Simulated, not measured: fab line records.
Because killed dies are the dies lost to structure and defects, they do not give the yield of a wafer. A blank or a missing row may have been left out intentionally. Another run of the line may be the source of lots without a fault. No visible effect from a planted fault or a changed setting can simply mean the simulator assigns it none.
What tool caused it? | flow nand_harc | Sampling: 6 lots, 18 wafers, 5 of 1159 route steps

## WHAT THE GAUGES READ, wafer by wafer
NHARC_END_SORT_01.
lot  | measured     | on        | killed_at_array
L261 | day 24 06:23 | prober-01 | 8 12 13
L266 | day 24 05:40 | prober-02 | 33 32 36

## WHICH TOOL RAN EACH LOT (tool, then ch and the chambers of the sampled wafers, then the start)
lot  | NHARC_P_GATE_DESCUM_48             | NHARC_P_GATE_DESCUM_93             | NHARC_P_CONTACT_CMP_01        | NHARC_P_CONTACT_ETCH_35
L254 | rie_diel-04 ch 0,2,3, day 5 13:55  | rie_diel-11 ch 1,2,3, day 5 17:29  | cmp-01 ch 0,1,3, day 5 21:58  | rie_diel-09 ch 0,2,3, day 5 23:02
L261 | rie_diel-04 ch 0,3, day 7 12:37    | rie_diel-04 ch 1,2,3, day 7 16:05  | cmp-03 ch 1,2,3, day 7 20:22  | rie_diel-08 ch 1,2, day 7 21:16
L266 | rie_diel-13 ch 0,1,3, day 8 14:17  | rie_diel-11 ch 0,1,3, day 8 17:46  | cmp-03 ch 0,1,3, day 8 21:53  | rie_diel-06 ch 0,2,3, day 8 23:00
L270 | rie_diel-13 ch 0,2,3, day 9 18:50  | rie_diel-04 ch 1,2,3, day 9 22:19  | cmp-03 ch 0,1,3, day 10 02:05 | rie_diel-06 ch 0,3, day 10 03:07
L271 | rie_diel-04 ch 1,2,3, day 10 06:31 | rie_diel-11 ch 0,2, day 10 10:00   | cmp-01 ch 0,1,2, day 10 13:56 | rie_diel-06 ch 1,3, day 10 14:59
L275 | rie_diel-11 ch 0,3, day 11 08:50   | rie_diel-04 ch 1,2,3, day 11 12:21 | cmp-01 ch 0,1, day 11 16:30   | rie_diel-06 ch 1,3, day 11 17:36
- NHARC_P_GATE_DESCUM_48: chemistry O2, time 3 s.
- NHARC_P_GATE_DESCUM_93: chemistry O2, time 3 s.
- NHARC_P_CONTACT_CMP_01: polishes SiO2, target thk 200 nm.
- NHARC_P_CONTACT_ETCH_35: etches the open film in CF4, target depth 39 nm, time 65 s.

## THE ANSWER, worked out from the rows above alone
Rule: the usual values come from the lots themselves. Put in order of their means at a reading, lots are off if they are a third of the lots or fewer, leave a main group of 4 or more, and stand apart from it by a gap of 3 or more times the standard deviation of the main group's means; of several such gaps the widest counts. Not used: any main group whose means are identical at the precision the tables above print for the reading. Also off: a lot with no number at a reading for which 4 or more lots have one. All remaining lots with rows at the step are treated as sound.
No lot is off at any reading shown: from this, nothing can be told.

## WHAT THE SIMULATOR HAD PUT IN
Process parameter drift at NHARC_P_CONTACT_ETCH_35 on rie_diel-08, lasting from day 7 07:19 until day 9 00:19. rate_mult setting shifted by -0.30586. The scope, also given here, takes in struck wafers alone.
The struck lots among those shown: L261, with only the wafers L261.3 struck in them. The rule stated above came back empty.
